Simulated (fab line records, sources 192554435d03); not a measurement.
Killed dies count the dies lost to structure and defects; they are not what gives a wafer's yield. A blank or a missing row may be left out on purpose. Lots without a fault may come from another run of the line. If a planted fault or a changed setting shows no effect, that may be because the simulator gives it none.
Split-lot study	flow n5_finfet	route with 1938 steps; 7 lots, 39 wafers read

== SPLIT DETAILS ==
At N5_FIN_CUT_EXPOSE_05 (exposes mask FIN CUT), the setting dose_mj was moved away from the recipe's 45.75 on 15 of the 39 wafers read, by -5.6% to +4.0%. This setting was run at the recipe's value on the other wafers.

== FROM THE SPLIT TO THE READING: what the file shows between them, 2 steps ==
- N5_FIN_CUT_PEB_06: peb time 60 s
- N5_FIN_CUT_DEVELOP_07: develop time 30 s

== THE READING ==
At N5_FIN_CUT_CD_MEAS_08: cd_nm in nanometres, against a target cd of 29.1 nm. On this fab line, fault-free wafers typically give 29.13 nm with a standard deviation of 0.21 nm.

wafer	tool, chamber at the split	dose_mj as run	against the recipe	cd_nm, nm	against lot-mates on the recipe
L075.1	euv_scanner-01, 0	45.75	recipe	29.04	-
L075.2	euv_scanner-01, 0	43.19	-5.6%	28.07	-1.12
L075.3	euv_scanner-01, 0	45.75	recipe	29.21	-
L075.4	euv_scanner-01, 0	43.19	-5.6%	28.20	-0.99
L075.5	euv_scanner-01, 0	43.19	-5.6%	28.36	-0.83
L075.6	euv_scanner-01, 0	45.75	recipe	29.32	-
L076.1	euv_scanner-01, 0	44.46	-2.8%	28.63	-0.34
L076.2	euv_scanner-01, 0	44.46	-2.8%	28.42	-0.55
L076.3	euv_scanner-01, 0	44.46	-2.8%	28.48	-0.49
L076.4	euv_scanner-01, 0	45.75	recipe	28.83	-
L076.5	euv_scanner-01, 0	45.75	recipe	28.96	-
L076.6	euv_scanner-01, 0	45.75	recipe	29.11	-
L079.1	euv_scanner-02, 0	47.56	+4.0%	29.91	+0.72
L079.2	euv_scanner-02, 0	47.56	+4.0%	30.23	+1.04
L079.3	euv_scanner-02, 0	45.75	recipe	29.20	-
L079.4	euv_scanner-02, 0	47.56	+4.0%	29.78	+0.59
L079.5	euv_scanner-02, 0	45.75	recipe	29.29	-
L079.6	euv_scanner-02, 0	45.75	recipe	29.09	-
L086.1	euv_scanner-01, 0	45.75	recipe	29.10	-
L086.2	euv_scanner-01, 0	45.75	recipe	28.84	-
L086.3	euv_scanner-01, 0	44.23	-3.3%	28.52	-0.53
L086.4	euv_scanner-01, 0	44.23	-3.3%	28.84	-0.21
L086.5	euv_scanner-01, 0	45.75	recipe	29.22	-
L086.6	euv_scanner-01, 0	44.23	-3.3%	28.08	-0.97
L089.1	euv_scanner-01, 0	44.53	-2.7%	28.85	-0.22
L089.2	euv_scanner-01, 0	45.75	recipe	28.75	-
L089.3	euv_scanner-01, 0	45.75	recipe	29.25	-
L089.4	euv_scanner-01, 0	45.75	recipe	29.22	-
L089.5	euv_scanner-01, 0	44.53	-2.7%	29.06	-0.01
L089.6	euv_scanner-01, 0	44.53	-2.7%	28.58	-0.49
L093.2	euv_scanner-01, 0	45.75	recipe	29.11	-
L093.3	euv_scanner-01, 0	45.75	recipe	29.24	-
L093.6	euv_scanner-01, 0	45.75	recipe	29.47	-
L096.1	euv_scanner-01, 0	45.75	recipe	28.88	-
L096.2	euv_scanner-01, 0	45.75	recipe	28.83	-
L096.3	euv_scanner-01, 0	45.75	recipe	28.88	-
L096.4	euv_scanner-01, 0	45.75	recipe	28.88	-
L096.5	euv_scanner-01, 0	45.75	recipe	28.88	-
L096.6	euv_scanner-01, 0	45.75	recipe	29.11	-

THE FIT
A straight line over all 39 wafers: cd_nm changes by +0.178 nm for each +1% of dose_mj; r = +0.88; the points scatter about the line by 0.22 nm.
The same after taking each lot's own level away (the mean of its wafers on the recipe; 39 wafers): +0.174 nm for each +1%; r = +0.91; scatter 0.18 nm.
According to that fit, moving dose_mj by its largest amount changes the reading by 0.97 nm.
The span of the lots' own levels, 28.910 to 29.273 nm, comes to 1.7 times the standard deviation stated above.
The two slopes are in agreement: the lot-to-lot level therefore moves the slope only a little.
Check: with one of the wafers moved furthest among these (-5.6%) left out of the fit, the line predicts -0.916 nm for it against its lot-mates. Against them it came out at -1.12 nm.

== FURTHER SPLITS ON THESE WAFERS ==
These wafers also went through other splits before the reading. Each is held against what the fit with the lots' levels taken away leaves over:
other split on the same wafers	wafers away from the commonest value	r with cd_nm (lot level and that fit taken away)
N5_FIN_SAQP_MANDREL_ETCH_22 icp_w	15	+0.01
N5_FIN_SAQP_ETCH_69 target_depth_a	12	+0.17

== THE WHOLE CHAIN: every reading that the file lists as answering this split, in the file's order ==
step	what it does	reading	change (the file's fit)	r (the file's)
N5_FIN_CUT_CD_MEAS_08	target cd 29.1 nm	cd_nm	+0.17 nm for each +1% of the setting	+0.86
N5_FIN_CUT_ETCH_30	etches underlayer in N2/H2, target depth 13 nm, time 10.4 s	FIN_CUT.cd_offset_nm (the simulator's own value, which no gauge read)	+0.175 nm for each +1% of the setting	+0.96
N5_FIN_CUT_ETCH_20	etches SiARC in CF4, target depth 26 nm, time 43.3 s	FIN_CUT.cd_offset_nm (the simulator's own value, which no gauge read)	+0.177 nm for each +1% of the setting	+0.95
N5_FIN_CUT_CUT_ETCH_15	etches Si in HBr/Cl2/O2, target depth 100 nm, bt time 10 s, time 42.4 s	FIN_CUT.cd_offset_nm (the simulator's own value, which no gauge read)	+0.197 nm for each +1% of the setting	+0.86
N5_FIN_CUT_CUT_ETCH_28	etches Si in HBr/Cl2/O2, target depth 6 nm, time 2.4 s	FIN_CUT.cd_offset_nm (the simulator's own value, which no gauge read)	+0.193 nm for each +1% of the setting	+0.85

== FILE'S OWN FIT ==
cd_nm changes by +0.17 nm for each +1% of dose_mj, r = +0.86.
